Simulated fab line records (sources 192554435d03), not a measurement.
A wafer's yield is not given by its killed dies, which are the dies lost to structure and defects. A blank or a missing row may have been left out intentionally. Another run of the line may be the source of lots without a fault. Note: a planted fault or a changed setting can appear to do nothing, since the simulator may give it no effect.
Struck lot and sound lot, side by side | flow n5-finfet | 36 out of 1938 route steps
Sound: wafers L334.3, L334.4, L334.6. Struck: wafer L344.6; the same lot's L344.2 was not struck, so it is left out; see the end for the cause.
For every step that has rows: the tool of each side, followed by ch and its chambers, followed by its first start. Under that, the readings that differ: sound wafers | struck wafers | difference of the means | sigmas: that difference in standard deviations of wafers without a fault.
alike: readings whose means differ by less than 2 such deviations, and words and numbers that are the same on both sides. not compared: withheld readings, readings that some wafer has no value for, bounds like >300 that may hide the same value, and numbers for which the record gives no deviation and whose values overlap.
A row with sigmas, a row that says differs or no value, or rows on one side alone: a step with any of these is where the two part. Non-overlapping numbers with no deviation appear without sigmas and do not part them. A reading that every wafer of one side lacks parts them only if that side has two wafers or more.

first, 9 steps without rows for these wafers: N5_BEOL_M12_PRE_CLEAN_42 (time 30 s); N5_BEOL_M12_SPUTTER_43 (material TaN, target thk 15 nm, time 24.19 s); N5_BEOL_M12_SPUTTER_44 (material Ta, target thk 10 nm, time 16.13 s); N5_BEOL_M12_SPUTTER_45 (material Cu, target thk 80 nm, time 13.33 s); N5_BEOL_M12_ECD_47 (material Cu, target thk 720 nm); N5_BEOL_M12_ANNEAL_48 (time 90 s); N5_BEOL_M12_CMP_49 (polishes, stops on SiOC, t overpolish 20.6 s, target thk 320 nm); N5_BEOL_M12_PRE_CLEAN_52 (time 15 s); N5_BEOL_M12_DEP_53 (deposits SiCN from 3MS/NH3, target thk 30 nm, time 10.5 s).
N5_BEOL_M13_ILD_DEP_00: deposits SiOC from DEMS/O2, target thk 837.92 nm, time 166.4 s.
  sound on pecvd-01 ch 1,2, day 12 09:04; struck on pecvd-01 ch 2, day 15 03:34
  reading                                       | sound          | struck | difference | sigmas
  throttle-valve-pct (%)                        | 12.8 11.1 13.0 | 11.1   | -1.2       | -2
  model.SiOC_of_BEOL_M13_ILD_DEP_00.thk-nm (nm) | 832 850 841.8  | 766    | -75        |
  alike: heater-power-w, showerhead-plenum-p-Torr
N5_BEOL_M13_THK_MEAS_01:
  sound on film-metro-02 at day 12 09:14; struck on film-metro-02 at day 15 03:43
  reading          | sound       | struck | difference | sigmas
  M13_ILD_THK (nm) | 832 850 842 | 766    | -75        | -7
then, 10 steps without rows for these wafers: N5_BEOL_M13_COAT_58 (time 60 s, resist thk 89 nm); N5_BEOL_M13_COAT_04 (resist thk 400 nm); N5_BEOL_M13_EBR_06; N5_BEOL_M13_SOFTBAKE_05 (time 60 s); N5_BEOL_M13_EXPOSE_07 (exposes mask V12); N5_BEOL_M13_PEB_08 (peb time 90 s); N5_BEOL_M13_DEVELOP_09 (develop time 45 s); N5_BEOL_M13_HARDBAKE_14 (time 120 s); N5_BEOL_M13_DESCUM_15 (chemistry O2, time 7.9 s); N5_BEOL_M13_ETCH_59 (etches BARC in N2/H2, target depth 89 nm, overetch 26.7 nm, time 67.9 s).
N5_BEOL_M13_VIA_ETCH_16: etches SiOC in C4F8/O2/Ar, target depth 921.7 nm.
  sound on rie-diel-06 ch 0,3, day 12 09:50; struck on rie-diel-06 ch 1, day 15 04:19
  reading                                    | sound             | struck | difference | sigmas
  throttle-valve-pct (%)                     | 24.28 24.05 24.28 | 23.66  | -0.54      | -2
  model.etch.depth-nm (nm)                   | 831.9 849.9 841.8 | 766.1  | -75.1      |
  model.coat_of_BEOL_M13_COAT_04.thk-nm (nm) | 72.4 66.4 68.8    | 92     | +23        |
  alike: drypump-motor-current-A, oes-product-au, rf-vpp-V, showerhead-plenum-p-Torr
N5_BEOL_M13_STRIP_63: strips in N2/H2.
  sound on plasma-asher-02 ch 0,1, day 12 10:05; struck on plasma-asher-02 ch 0, day 15 04:34
  reading                      | sound          | struck | difference | sigmas
  strip-time-to-endpoint-s (s) | 28.4 26.6 27.3 | 34.0   | +6.6       | +6
  alike: drypump-motor-current-A, heater-power-w, oes-product-au
  not compared: rf-hours-counter-h
then, 12 steps without rows for these wafers: N5_BEOL_M13_STRIP_64 (strips in N2/H2); N5_BEOL_M13_STRIP_71 (strips in post etch residue remover, time 60 s); N5_BEOL_M13_SRD_72 (time 30 s, dry time 30 s); N5_BEOL_M13_COAT_65 (time 60 s, resist thk 350 nm); N5_BEOL_M13_COAT_66 (time 60 s, resist thk 110 nm); N5_BEOL_M13_COAT_22 (resist thk 300 nm); N5_BEOL_M13_EBR_24; N5_BEOL_M13_SOFTBAKE_23 (time 60 s); N5_BEOL_M13_EXPOSE_25 (exposes mask M13, target cd 210 nm); N5_BEOL_M13_PEB_26 (peb time 90 s); N5_BEOL_M13_DEVELOP_27 (develop time 45 s); N5_BEOL_M13_HARDBAKE_32 (time 120 s).
N5_BEOL_M13_CMP_49: polishes, stops on SiOC, t overpolish 17.1 s, target thk 420 nm.
  sound on cmp-04 ch 1,2, day 12 14:02; struck on cmp-02 ch 3, day 15 10:47
  reading                                       | sound             | struck | difference | sigmas
  model.SiOC_of_BEOL_M13_ILD_DEP_00.thk-nm (nm) | 773.2 792.6 784.2 | 707.4  | -75.9      |
  alike: motor-current-A

== WHERE THEY PART ==
Earliest at N5_BEOL_M13_ILD_DEP_00; latest, in this record, at N5_BEOL_M13_STRIP_63. Later steps at which nothing parts them and some readings are alike: N5_BEOL_M13_CMP_49.

WHY: whatever the simulator had introduced
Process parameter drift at N5_BEOL_M13_ILD_DEP_00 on pecvd-01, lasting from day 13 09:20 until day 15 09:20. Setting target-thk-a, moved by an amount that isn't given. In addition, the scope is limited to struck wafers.
